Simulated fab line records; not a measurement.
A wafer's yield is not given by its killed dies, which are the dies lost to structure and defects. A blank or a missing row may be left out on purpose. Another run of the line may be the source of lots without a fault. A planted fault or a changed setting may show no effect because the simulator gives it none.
2 desks looking at one fault | flow nand_harc | numbers are kept per desk, each desk with only its own; the story behind them comes last

== THE DEFECT DESK ==
Inspection counts along the route, by lot: the mean over sampled wafers that carry a number. A lot is out of limits, marked OUT, if its mean lies more than 4 standard deviations from the usual mean; the brackets give that distance.
Columns: A = raw_defect_count at NHARC_A_CHANNEL_HOLE_D2_INSPECT_40, usual 281
lot  | first seen here | A
L191 | day 14 09:28    | 386
L192 | day 14 11:02    | 424
L193 | day 15 13:36    | 275
L195 | day 16 02:04    | 307
L200 | day 18 02:53    | 125
L201 | day 18 07:01    | 595
L202 | day 18 21:02    | 545
L203 | day 19 19:38    | 337
L210 | day 22 17:16    | 181
L212 | day 22 18:40    | 346
L211 | day 22 22:54    | 517
Finding of this desk: none of the 11 lots has anything out of limits.

== DESK OF THE TOOL OWNER: har_etch-02 ==
The tool's own readings at NHARC_A_CHANNEL_HOLE_D2_ETCH_21 (etches the open film in C4F8/O2/Ar, time 514.3 s, target depth 1600 nm): means of the sampled wafers that have a number, for each lot that ran on this tool. A lot is out of limits, marked OUT, if its mean lies more than 4 standard deviations from the usual mean; the brackets give that distance.
Columns: A = drypump_motor_current_A at NHARC_A_CHANNEL_HOLE_D2_ETCH_21, usual 5.74 A; B = he_backside_leak_sccm at NHARC_A_CHANNEL_HOLE_D2_ETCH_21, usual 5.8 sccm; C = oes_air_line_au at NHARC_A_CHANNEL_HOLE_D2_ETCH_21, usual 1.000 a.u.; D = showerhead_plenum_p_Torr at NHARC_A_CHANNEL_HOLE_D2_ETCH_21, usual 3.65 Torr; E = throttle_valve_pct at NHARC_A_CHANNEL_HOLE_D2_ETCH_21, usual 32.155 %
lot  | first seen here | A    | B   | C     | D    | E
L191 | day 14 04:11    | 5.84 | 7.0 | 0.994 | 3.55 | 32.156
L193 | day 15 08:27    | 5.90 | 7.4 | 0.989 | 3.63 | 32.148
L195 | day 15 20:59    | 5.89 | 7.1 | 0.986 | 3.63 | 32.147
L200 | day 17 21:34    | 5.90 | 5.2 | 1.028 | 3.78 | 32.165
L201 | day 18 01:45    | 5.83 | 5.5 | 0.992 | 3.85 | 32.149
L202 | day 18 15:50    | 5.83 | 5.1 | 1.013 | 3.84 | 32.159
L210 | day 22 12:08    | 5.85 | 7.3 | 0.999 | 3.81 | 32.151
Finding of this desk: none of the 7 lots has anything out of limits.

== PUT TOGETHER ==
No out-of-limits result turned up at the defect desk.
The desk of the tool owner found nothing out of limits.

== WHAT THE SIMULATOR HAD PUT IN ==
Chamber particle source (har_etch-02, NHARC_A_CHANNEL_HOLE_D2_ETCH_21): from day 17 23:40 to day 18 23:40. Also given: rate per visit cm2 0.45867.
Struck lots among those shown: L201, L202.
